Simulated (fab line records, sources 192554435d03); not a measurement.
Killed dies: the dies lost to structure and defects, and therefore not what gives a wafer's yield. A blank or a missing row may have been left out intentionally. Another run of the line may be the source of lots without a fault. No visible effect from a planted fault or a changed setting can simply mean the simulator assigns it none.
What tool caused it? | flow n5Finfet | 72 wafers from 24 lots sampled at 4 of the route's 1938 steps

WHAT EACH GAUGE READ, for each wafer
N5_HKMG_FIN_THK_MEAS_70: measures by xrf. Usual: HK_THK typically reads 1.576 nm, with standard deviation 0.022.
lot  | measured     | on           | HK_THK (nm)       | flag
L074 | day 4 02:19  | filmMetro-02 | 1.600 1.605 1.594 | 
L075 | day 4 10:34  | filmMetro-02 | 1.621 1.582 1.572 | 
L076 | day 4 15:22  | filmMetro-02 | 1.590 1.560 1.567 | 
L077 | day 4 21:14  | filmMetro-02 | 1.586 1.562 1.593 | 
L078 | day 5 02:47  | filmMetro-01 | 1.567 1.566 1.547 | 
L079 | day 5 09:49  | filmMetro-02 | 1.527 1.565 1.593 | 
L080 | day 5 15:49  | filmMetro-02 | 1.539 1.509 1.590 | 
L081 | day 5 20:25  | filmMetro-02 | 1.604 1.535 1.594 | 
L082 | day 6 02:56  | filmMetro-01 | 1.551 1.555 1.561 | 
L083 | day 6 07:41  | filmMetro-02 | 1.576 1.609 1.607 | 
L084 | day 6 13:53  | filmMetro-02 | 1.587 1.569 1.548 | 
L085 | day 6 20:49  | filmMetro-01 | 1.583 1.578 1.592 | 
L086 | day 7 02:52  | filmMetro-02 | 1.569 1.525 1.554 | 
L087 | day 7 08:03  | filmMetro-01 | 1.589 1.595 1.577 | 
L088 | day 7 14:44  | filmMetro-01 | 1.592 1.594 1.567 | 
L089 | day 7 21:17  | filmMetro-02 | 1.591 1.571 1.568 | 
L090 | day 8 01:20  | filmMetro-02 | 1.588 1.572 1.612 | 
L091 | day 8 09:34  | filmMetro-02 | 1.578 1.570 1.533 | 
L092 | day 8 13:14  | filmMetro-02 | 1.611 1.584 1.592 | 
L093 | day 8 20:36  | filmMetro-02 | 1.544 1.558 1.577 | 
L094 | day 9 15:05  | filmMetro-01 | 1.563 1.570 1.556 | 
L095 | day 9 15:32  | filmMetro-02 | 1.563 1.552 1.543 | 
L096 | day 10 01:55 | filmMetro-02 | 1.565 1.620 1.613 | 
L097 | day 10 02:56 | filmMetro-01 | 1.556 1.594 1.567 | 

N5_HKMG_FIN_CD_MEAS_12: the cd target is 92.8 nm. Usual: cdNm 92.9 nm, standard deviation 0.49.
lot  | measured     | on       | cdNm (nm)      | flag
L074 | day 4 03:11  | cdSem-03 | 93.4 93.4 93.4 | 
L075 | day 4 16:14  | cdSem-01 | 93.5 93.8 93.0 | 
L076 | day 4 16:17  | cdSem-03 | 93.5 93.3 93.6 | 
L077 | day 4 22:07  | cdSem-02 | 92.2 92.3 92.0 | 
L078 | day 5 03:40  | cdSem-02 | 93.1 92.0 92.4 | 
L079 | day 5 10:41  | cdSem-03 | 93.0 93.2 93.1 | 
L080 | day 5 16:34  | cdSem-03 | 92.8 92.7 93.4 | 
L081 | day 5 21:18  | cdSem-03 | 92.7 92.8 92.2 | 
L082 | day 6 03:41  | cdSem-02 | 92.9 92.5 91.7 | 
L083 | day 6 08:26  | cdSem-03 | 92.8 93.0 93.5 | 
L084 | day 6 14:45  | cdSem-02 | 92.7 92.7 92.5 | 
L085 | day 6 21:34  | cdSem-01 | 93.1 92.6 92.8 | 
L086 | day 7 03:45  | cdSem-03 | 92.7 92.5 92.9 | 
L087 | day 7 08:48  | cdSem-01 | 94.0 92.5 92.8 | 
L088 | day 7 15:29  | cdSem-01 | 93.0 93.1 92.1 | 
L089 | day 7 22:02  | cdSem-01 | 93.3 92.9 93.5 | 
L090 | day 8 02:05  | cdSem-02 | 92.5 93.6 92.3 | 
L091 | day 8 10:19  | cdSem-01 | 91.4 91.7 92.4 | 
L092 | day 8 14:07  | cdSem-01 | 93.3 93.6 93.0 | 
L093 | day 8 21:29  | cdSem-02 | 92.7 92.9 92.7 | 
L094 | day 9 15:58  | cdSem-03 | 93.3 92.6 92.5 | 
L095 | day 9 16:17  | cdSem-01 | 92.7 92.9 92.7 | 
L096 | day 10 02:40 | cdSem-02 | 92.4 92.9 92.6 | 
L097 | day 10 03:41 | cdSem-03 | 93.3 93.8 93.5 | 

TOOL THAT RAN EACH LOT (tool first, then ch and the chambers of the sampled wafers, then the start)
lot  | N5_SD_EPI_P_ETCH_36              | N5_HKMG_FIN_ALD_75
L074 | rieDiel-02 ch 2,3, day 3 06:44   | aldHk-03 ch 0,1,3, day 3 23:17
L075 | rieDiel-02 ch 0,1,3, day 3 14:13 | aldHk-03 ch 0,3, day 4 07:35
L076 | rieDiel-03 ch 0,1,3, day 3 19:06 | aldHk-02 ch 0,1,2, day 4 12:28
L077 | rieDiel-06 ch 0,3, day 4 01:00   | aldHk-02 ch 0,1, day 4 18:17
L078 | rieDiel-03 ch 1,2,3, day 4 07:17 | aldHk-01 ch 0,3, day 4 23:46
L079 | rieDiel-02 ch 0,2,3, day 4 14:33 | aldHk-02 ch 0,2,3, day 5 06:51
L080 | rieDiel-06 ch 0,1,3, day 4 19:38 | aldHk-02 ch 0,3, day 5 12:59
L081 | rieDiel-03 ch 2,3, day 5 00:18   | aldHk-03 ch 1,2,3, day 5 17:28
L082 | rieDiel-03 ch 0,2,3, day 5 07:32 | aldHk-01 ch 1,2, day 5 23:58
L083 | rieDiel-03 ch 0,2, day 5 11:43   | aldHk-02 ch 0,1,3, day 6 04:44
L084 | rieDiel-02 ch 2,3, day 5 18:28   | aldHk-01 ch 0,2,3, day 6 10:55
L085 | rieDiel-02 ch 0,1,2, day 5 23:14 | aldHk-02 ch 0,1,2, day 6 17:39
L086 | rieDiel-02 ch 1,2,3, day 6 05:52 | aldHk-02 ch 1,2,3, day 6 23:42
L087 | rieDiel-02 ch 0,2,3, day 6 11:15 | aldHk-03 ch 1,2,3, day 7 04:43
L088 | rieDiel-02 ch 0,1,2, day 6 17:04 | aldHk-01 ch 0,1,2, day 7 11:37
L089 | rieDiel-03 ch 2,3, day 7 01:22   | aldHk-02 ch 0,2,3, day 7 18:20
L090 | rieDiel-03 ch 1,3, day 7 05:37   | aldHk-03 ch 0,1,3, day 7 22:16
L091 | rieDiel-02 ch 0,1, day 7 12:23   | aldHk-02 ch 1,3, day 8 06:32
L092 | rieDiel-02 ch 1,3, day 7 17:29   | aldHk-02 ch 0,1, day 8 09:53
L093 | rieDiel-06 ch 0,3, day 8 00:26   | aldHk-02 ch 1,3, day 8 17:33
L094 | rieDiel-02 ch 0,2,3, day 8 11:52 | aldHk-03 ch 0,2,3, day 9 12:10
L095 | rieDiel-02 ch 0,2,3, day 8 17:58 | aldHk-02 ch 0,3, day 9 12:13
L096 | rieDiel-02 ch 1,3, day 8 21:33   | aldHk-03 ch 2,3, day 9 22:14
L097 | rieDiel-02 ch 0,2, day 8 22:55   | aldHk-01 ch 1,3, day 9 23:47
- N5_SD_EPI_P_ETCH_36: etches SiARC in CF4, target depth 45.5 nm, time 75.8 s.
- N5_HKMG_FIN_ALD_75: deposits Al2O3, target thk 1 nm, co reactant pulse time 1 s.

AS READ BY THE TOOLS THEMSELVES (means over the sampled wafers that have a number; for cases with no such wafer, the mark the record gives instead)
N5_SD_EPI_P_ETCH_36. Usual: chamberPressureMTorr is 40.00 mTorr with standard deviation 0.04, drypumpMotorCurrentA is 5.7 A with standard deviation 0.43, etchRfOnTimeS is 76.0 s with standard deviation 1.4, oesProductAu is 0.69 a.u. with standard deviation 0.085, rfVppV is 183.9 V with standard deviation 1.2, showerheadPlenumPTorr is 2.13 Torr with standard deviation 0.071, and throttleValvePct is 15.65 % with standard deviation 0.24.
lot  | tool       | chamberPressureMTorr (mTorr) | drypumpMotorCurrentA (A) | etchRfOnTimeS (s) | oesProductAu (a.u.) | rfVppV (V) | showerheadPlenumPTorr (Torr) | throttleValvePct (%) | flag
L074 | rieDiel-02 | 40.02                        | 5.9                      | 75.3              | 0.70                | 183.1      | 2.14                         | 15.79                | 
L075 | rieDiel-02 | 40.04                        | 5.9                      | 75.3              | 0.64                | 183.0      | 2.13                         | 15.80                | 
L076 | rieDiel-03 | 40.00                        | 5.4                      | 76.9              | 0.66                | 183.6      | 2.12                         | 15.61                | 
L077 | rieDiel-06 | 40.00                        | 5.3                      | 75.2              | 0.59                | 183.8      | 2.13                         | 15.81                | 
L078 | rieDiel-03 | 40.03                        | 5.6                      | 76.6              | 0.61                | 183.6      | 2.09                         | 15.76                | 
L079 | rieDiel-02 | 40.01                        | 5.8                      | 74.9              | 0.66                | 183.9      | 2.15                         | 15.80                | 
L080 | rieDiel-06 | 40.02                        | 5.4                      | 75.9              | 0.60                | 183.8      | 2.16                         | 15.87                | 
L081 | rieDiel-03 | 39.99                        | 5.4                      | 78.1              | 0.59                | 182.9      | 2.03                         | 15.80                | 
L082 | rieDiel-03 | 40.01                        | 5.2                      | 77.4              | 0.65                | 182.8      | 2.05                         | 15.65                | 
L083 | rieDiel-03 | 39.99                        | 4.9                      | 77.7              | 0.70                | 182.5      | 2.08                         | 15.51                | 
L084 | rieDiel-02 | 39.98                        | 5.9                      | 75.4              | 0.68                | 183.7      | 2.14                         | 15.82                | 
L085 | rieDiel-02 | 39.99                        | 6.0                      | 75.6              | 0.77                | 184.7      | 2.18                         | 15.44                | 
L086 | rieDiel-02 | 39.97                        | 6.0                      | 75.2              | 0.72                | 184.5      | 2.17                         | 15.63                | 
L087 | rieDiel-02 | 39.99                        | 5.8                      | 74.5              | 0.72                | 184.3      | 2.14                         | 15.65                | 
L088 | rieDiel-02 | 40.02                        | 6.0                      | 76.0              | 0.75                | 184.9      | 2.17                         | 15.45                | 
L089 | rieDiel-03 | 39.97                        | 5.4                      | 77.1              | 0.68                | 184.1      | 2.11                         | 15.65                | 
L090 | rieDiel-03 | 40.03                        | 5.7                      | 76.1              | 0.75                | 186.4      | 2.25                         | 15.46                | 
L091 | rieDiel-02 | 40.02                        | 6.1                      | 76.3              | 0.79                | 183.9      | 2.16                         | 15.33                | 
L092 | rieDiel-02 | 39.97                        | 6.0                      | 74.3              | 0.72                | 183.6      | 2.12                         | 15.72                | 
L093 | rieDiel-06 | 40.00                        | 5.3                      | 74.5              | 0.75                | 183.1      | 2.12                         | 15.53                | 
L094 | rieDiel-02 | 40.01                        | 5.8                      | 75.4              | 0.71                | 184.0      | 2.14                         | 15.68                | 
L095 | rieDiel-02 | 40.01                        | 5.8                      | 75.1              | 0.70                | 183.9      | 2.14                         | 15.68                | 
L096 | rieDiel-02 | 39.95                        | 6.1                      | 76.5              | 0.73                | 184.4      | 2.15                         | 15.51                | 
L097 | rieDiel-02 | 40.01                        | 5.8                      | 74.7              | 0.74                | 184.4      | 2.14                         | 15.51                | 

N5_HKMG_FIN_ALD_75. Usual: heaterPowerW 152 W, standard deviation 18; precursorPulseHeightRel 0.999, standard deviation 0.02.
lot  | tool     | heaterPowerW (W) | precursorPulseHeightRel | flag
L074 | aldHk-03 | 139              | 1.001                   | 
L075 | aldHk-03 | 136              | 0.999                   | 
L076 | aldHk-02 | 162              | 1.006                   | 
L077 | aldHk-02 | 173              | 0.992                   | 
L078 | aldHk-01 | 144              | 0.995                   | 
L079 | aldHk-02 | 146              | 0.989                   | 
L080 | aldHk-02 | 137              | 1.014                   | 
L081 | aldHk-03 | 143              | 0.997                   | 
L082 | aldHk-01 | 174              | 0.995                   | 
L083 | aldHk-02 | 157              | 1.012                   | 
L084 | aldHk-01 | 156              | 1.003                   | 
L085 | aldHk-02 | 162              | 0.987                   | 
L086 | aldHk-02 | 152              | 1.007                   | 
L087 | aldHk-03 | 144              | 0.990                   | 
L088 | aldHk-01 | 163              | 0.992                   | 
L089 | aldHk-02 | 147              | 0.992                   | 
L090 | aldHk-03 | 137              | 1.011                   | 
L091 | aldHk-02 | 143              | 0.988                   | 
L092 | aldHk-02 | 173              | 1.005                   | 
L093 | aldHk-02 | 162              | 1.016                   | 
L094 | aldHk-03 | 146              | 0.999                   | 
L095 | aldHk-02 | 154              | 1.011                   | 
L096 | aldHk-03 | 153              | 0.998                   | 
L097 | aldHk-01 | 154              | 0.990                   | 

THE ANSWER, worked out from the rows above alone
Rule: take the mean of a lot's wafers that have a number; if it is more than 3 standard deviations from the usual mean, the lot is off. A lot without any number at a reading at which 4 lots or more have one is off too. Any other lot the step has rows for is counted as sound. After the gauges, taken in route order, come the tools' own readings; for these a lot's mean is taken, as printed above. At the first step where some lot is off, the reading lying furthest off is the one used; lots without a number count as furthest.
Nothing can be told from this: no lot is off at any reading shown.

WHAT HAD BEEN PUT IN BY THE SIMULATOR
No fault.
